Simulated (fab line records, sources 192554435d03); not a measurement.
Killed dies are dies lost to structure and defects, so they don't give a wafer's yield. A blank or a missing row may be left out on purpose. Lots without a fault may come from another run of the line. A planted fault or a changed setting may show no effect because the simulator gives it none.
Chamber matching | flow n5_finfet | N5_FIN_SAQP_MANDREL_ETCH_58 on rie_si-01: 4 sister chambers
The step etches a-Si in HBr/Cl2, stops on SiNx, target depth 45 nm, bt time 10 s, time 27 s. 4 wafers are shown with their chamber, then 7 later ones without.

WAFERS WITH THEIR CHAMBER
wafer  | chamber | drypump_motor_current_A (A)
L744.2 | 0       | 4.6
L744.4 | 1       | 5.6
L747.1 | 3       | 5.7
L747.3 | 2       | 5.0

WAFERS WITHOUT THEIR CHAMBER
wafer  | drypump_motor_current_A (A)
L747.4 | 5.6
L751.1 | 5.0
L751.3 | 4.6
L751.5 | 5.8
L753.3 | 5.0
L753.4 | 5.7
L753.5 | 5.0

WHICH CHAMBER EACH WENT THROUGH
wafer  | from the rows above | in truth
L747.4 | 1                   | 1
L751.1 | 2                   | 2
L751.3 | 0                   | 0
L751.5 | 3                   | 3
L753.3 | 2                   | 2
L753.4 | 3                   | 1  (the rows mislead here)
L753.5 | 2                   | 2
Placed correctly: 6 of 7. Can't be placed from these rows: 0. Placed wrongly: 1.
How it was worked out, from the rows above alone: a wafer's distance from a chamber is the root of the sum, over the readings, of the square of ((its reading less the chamber's mean) divided by the reading's scatter). The wafer belongs to the nearest chamber; if the next one is less than 2 further off, it can't be placed. A chamber's mean is the mean of its shown wafers. The scatter: with one shown wafer a chamber, the root of the mean of the squares of how far each hidden wafer lies from its nearest shown one.
